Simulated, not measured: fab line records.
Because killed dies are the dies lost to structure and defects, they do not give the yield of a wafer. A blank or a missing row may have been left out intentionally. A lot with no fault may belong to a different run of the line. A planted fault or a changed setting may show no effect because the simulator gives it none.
Matching of chambers || flow n5_finfet || 4 sister chambers for N5_BEOL_M0_TRENCH_ETCH_107 on rie_diel-05
The step etches SiOC in C4F6/O2, target depth 32.8 nm, time 16.4 s. 4 wafers are shown with their chamber, then 9 later ones without.

WAFERS WITH THEIR CHAMBER
{"wafer": "L083.4", "chamber": 1, "showerhead_plenum_p_Torr (Torr)": 2.92}
{"wafer": "L087.6", "chamber": 3, "showerhead_plenum_p_Torr (Torr)": 2.83}
{"wafer": "L086.2", "chamber": 2, "showerhead_plenum_p_Torr (Torr)": 2.84}
{"wafer": "L086.6", "chamber": 0, "showerhead_plenum_p_Torr (Torr)": 2.69}

WAFERS WHOSE CHAMBER IS MISSING
{"wafer": "L090.2", "showerhead_plenum_p_Torr (Torr)": 2.83}
{"wafer": "L090.4", "showerhead_plenum_p_Torr (Torr)": 2.84}
{"wafer": "L090.5", "showerhead_plenum_p_Torr (Torr)": 2.69}
{"wafer": "L092.1", "showerhead_plenum_p_Torr (Torr)": 2.84}
{"wafer": "L092.4", "showerhead_plenum_p_Torr (Torr)": 2.69}
{"wafer": "L092.6", "showerhead_plenum_p_Torr (Torr)": 2.83}
{"wafer": "L097.1", "showerhead_plenum_p_Torr (Torr)": 2.69}
{"wafer": "L097.4", "showerhead_plenum_p_Torr (Torr)": 2.91}
{"wafer": "L097.5", "showerhead_plenum_p_Torr (Torr)": 2.91}

CHAMBER TAKEN BY EACH
{"wafer": "L090.2", "from the rows above": 3, "in truth": 3}
{"wafer": "L090.4", "from the rows above": 2, "in truth": 2}
{"wafer": "L090.5", "from the rows above": 0, "in truth": 0}
{"wafer": "L092.1", "from the rows above": 2, "in truth": 2}
{"wafer": "L092.4", "from the rows above": 0, "in truth": 0}
{"wafer": "L092.6", "from the rows above": 3, "in truth": 3}
{"wafer": "L097.1", "from the rows above": 0, "in truth": 0}
{"wafer": "L097.4", "from the rows above": 1, "in truth": 1}
{"wafer": "L097.5", "from the rows above": 1, "in truth": 1}
Correct placement for 9 of the 9. Left unplaced by these rows: 0. 0 placed wrongly.
How it was worked out, from the rows above alone: a wafer's distance from a chamber is the root of the sum, over the readings, of the square of ((its reading less the chamber's mean) divided by the reading's scatter). The wafer belongs to the nearest chamber; if the next one is less than 2 further off, it can't be placed. A chamber's mean is the mean of its shown wafers. The scatter: root of mean squared gap, hidden wafer to nearest shown wafer, with one shown wafer a chamber.
